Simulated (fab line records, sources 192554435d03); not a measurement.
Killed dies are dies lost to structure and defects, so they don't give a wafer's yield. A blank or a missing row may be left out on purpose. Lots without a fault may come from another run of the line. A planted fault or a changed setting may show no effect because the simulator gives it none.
One fault seen from 3 desks | flow n5_finfet | each desk has only its own numbers; what lay behind them comes last

THE TOOL OWNER'S DESK: rie_si-01
The tool's own readings at N5_SDB_CUT_ETCH_26 (etches Si in HBr/Cl2/O2, target depth 129.6 nm, bt time 20 s, time 51.8 s): means of the sampled wafers that have a number, for each lot that ran on this tool. A lot is out of limits, marked OUT, if its mean lies more than 4 standard deviations from the usual mean; the brackets give that distance.
Columns: A = drypump_motor_current_A at N5_SDB_CUT_ETCH_26, usual 5.5 A; B = oes_product_au at N5_SDB_CUT_ETCH_26, usual 0.999 a.u.; C = throttle_valve_pct at N5_SDB_CUT_ETCH_26, usual 37.16 %
lot  | first seen here | A   | B     | C
L401 | day 6 06:27     | 5.2 | 1.004 | 37.25
L406 | day 7 07:23     | 5.3 | 0.995 | 37.02
L408 | day 7 21:19     | 5.6 | 1.004 | 37.10
L409 | day 8 01:57     | 5.6 | 0.999 | 37.12
This desk's finding: nothing out of limits on any of the 4 lots.

THE DEFECT DESK
What the inspections along the route counted, lot by lot: means of the sampled wafers that have a number. A lot is out of limits, marked OUT, if its mean lies more than 4 standard deviations from the usual mean; the brackets give that distance.
Columns: A = raw_defect_count at N5_SDB_INSPECT_13, usual 72
lot  | first seen here | A
L401 | day 6 05:48     | 41
L406 | day 7 06:43     | 93
L408 | day 7 20:41     | 49
L409 | day 8 01:07     | 50
L414 | day 9 11:34     | 48
L415 | day 9 19:56     | 37
This desk's finding: nothing out of limits on any of the 6 lots.

THE METROLOGY DESK
What the gauges read, lot by lot, whatever tool the lot ran on: means of the sampled wafers that have a number. A lot is out of limits, marked OUT, if its mean lies more than 4 standard deviations from the usual mean; the brackets give that distance. Of its 11 readings 7 are shown: those that lie furthest out on some lot.
Columns: A = SDB_OVL at N5_SDB_OVL_MEAS_12, usual 0.4 nm; B = DIBL_N at N5_BEOL_M4_RC_MEAS_101, usual 36.1 mV/V; C = DIBL_P at N5_BEOL_M4_RC_MEAS_101, usual 36.6 mV/V; D = IOFF_N at N5_BEOL_M4_RC_MEAS_101, usual 0.160 nA/um; E = ION_P at N5_BEOL_M4_RC_MEAS_101, usual 464 uA/um; F = SS_N at N5_BEOL_M4_RC_MEAS_101, usual 71.4 mV/dec; G = VT_P at N5_BEOL_M4_RC_MEAS_101, usual -250 mV
lot  | first seen here | A    | B    | C    | D     | E   | F    | G
L401 | day 6 05:47     | 0.4  | 39.1 | 38.8 | 0.179 | 465 | 72.1 | -251
L406 | day 7 06:41     | 1.2  | 36.7 | 35.7 | 0.169 | 472 | 70.9 | -246
L408 | day 7 20:39     | 0.8  | 37.8 | 38.8 | 0.188 | 469 | 71.2 | -248
L409 | day 8 01:05     | -0.4 | 36.4 | 37.8 | 0.162 | 458 | 72.0 | -252
L414 | day 9 11:32     | 0.2  | 37.2 | 35.7 | 0.156 | 463 | 71.7 | -247
L415 | day 9 19:54     | 1.2  | 35.5 | 36.0 | 0.160 | 463 | 71.7 | -248
This desk's finding: nothing out of limits on any of the 6 lots.

PUT TOGETHER
The tool owner's desk saw nothing out of limits.
The defect desk saw nothing out of limits.
The metrology desk saw nothing out of limits.

WHAT THE SIMULATOR HAD PUT IN
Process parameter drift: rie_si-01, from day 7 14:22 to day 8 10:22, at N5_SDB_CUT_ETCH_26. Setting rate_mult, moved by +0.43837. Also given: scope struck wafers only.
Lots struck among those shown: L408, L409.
